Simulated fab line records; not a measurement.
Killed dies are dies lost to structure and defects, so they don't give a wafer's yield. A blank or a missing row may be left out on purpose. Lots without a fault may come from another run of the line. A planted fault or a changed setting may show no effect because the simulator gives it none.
Struck lot and sound lot, side by side | flow nand-harc | 16 steps out of a route of 1302
Sound: the wafers L676.1, L676.2, L676.5. Struck: wafer L671.2 (left out: L671.3, a lot-mate that was not struck); the cause follows at the end.
For every step that has rows: the tool of each side, followed by ch and its chambers, followed by its first start. Under that, the readings that differ: sound wafers | struck wafers | difference of the means | sigmas: that difference in standard deviations of wafers without a fault.
alike: a reading whose means differ by less than 2 such deviations, as well as words and numbers matching on both sides. not compared: withheld readings; readings where some wafer has no value; bounds like >300 that might hide an equal value; numbers whose values overlap and for which the record gives no deviation.
A row with sigmas, a row that says differs or no value, or rows on one side alone: a step with any of these is where the two part. When numbers do not overlap yet have no deviation, they are printed without sigmas and do not part them. A reading that every wafer of one side lacks parts them only if that side has two wafers or more.

NHARC_A_ONON_D2_THK_MEAS_02: measures by ellipsometry.
  struck on film-metro-01, day 19 14:29; sound on film-metro-01, day 21 14:22
  alike: thk-nm
next comes 1 step that has no rows for these wafers: NHARC_A_ONON_D2_DEP_03 (target thickness 1000 nm).
NHARC_A_ONON_D2_THK_MEAS_05: measures by ellipsometry.
  struck on film-metro-02, day 19 15:04; sound on film-metro-01, day 21 14:56
  alike: thk-nm
next comes 1 step that has no rows for these wafers: NHARC_A_ONON_D2_DEP_06 (target thickness 1000 nm).
NHARC_A_ONON_D2_THK_MEAS_08: measures by ellipsometry.
  struck on film-metro-02, day 19 15:37; sound on film-metro-01, day 21 15:30
  alike: thk-nm
next comes 1 step that has no rows for these wafers: NHARC_A_ONON_D2_DEP_09 (target thickness 1000 nm).
NHARC_A_ONON_D2_THK_MEAS_11: measures by ellipsometry.
  struck on film-metro-01, day 19 16:11; sound on film-metro-01, day 21 16:04
  alike: thk-nm
next comes 1 step that has no rows for these wafers: NHARC_A_ONON_D2_DEP_12 (target thickness 1000 nm).
NHARC_A_ONON_D2_THK_MEAS_14: measures by ellipsometry.
  struck on film-metro-01, day 19 16:47; sound on film-metro-02, day 21 16:38
  alike: thk-nm
then, 2 steps without rows for these wafers: NHARC_A_ONON_D2_ANNEAL_15 (time 3600 s); NHARC_A_ONON_D2_DEP_16 (target thk 1000 nm).
NHARC_A_ONON_D2_THK_MEAS_18: measures by ellipsometry.
  struck on film-metro-02, day 20 00:29; sound on film-metro-01, day 21 23:59
  alike: thk-nm
NHARC_A_ONON_D2_DEP_19: target thk 1000 nm.
  sound on pecvd-onon-03 ch 0, day 22 00:02; struck on pecvd-onon-04 ch 0, day 20 00:37
NHARC_A_ONON_D2_THK_MEAS_21: measures by ellipsometry.
  struck on film-metro-01, day 20 01:04; sound on film-metro-02, day 22 00:33
  reading     | sound       | struck | difference | sigmas
  thk-nm (nm) | 987 988 987 | 1079   | +92        | +9
then, 2 steps without rows for these wafers: NHARC_A_ONON_D2_DEP_22 (target thk 1000 nm); NHARC_END_SORT_01.

WHERE THEY PART
Only at NHARC_A_ONON_D2_THK_MEAS_21, as far as this record shows.

WHY: what the simulator had put in
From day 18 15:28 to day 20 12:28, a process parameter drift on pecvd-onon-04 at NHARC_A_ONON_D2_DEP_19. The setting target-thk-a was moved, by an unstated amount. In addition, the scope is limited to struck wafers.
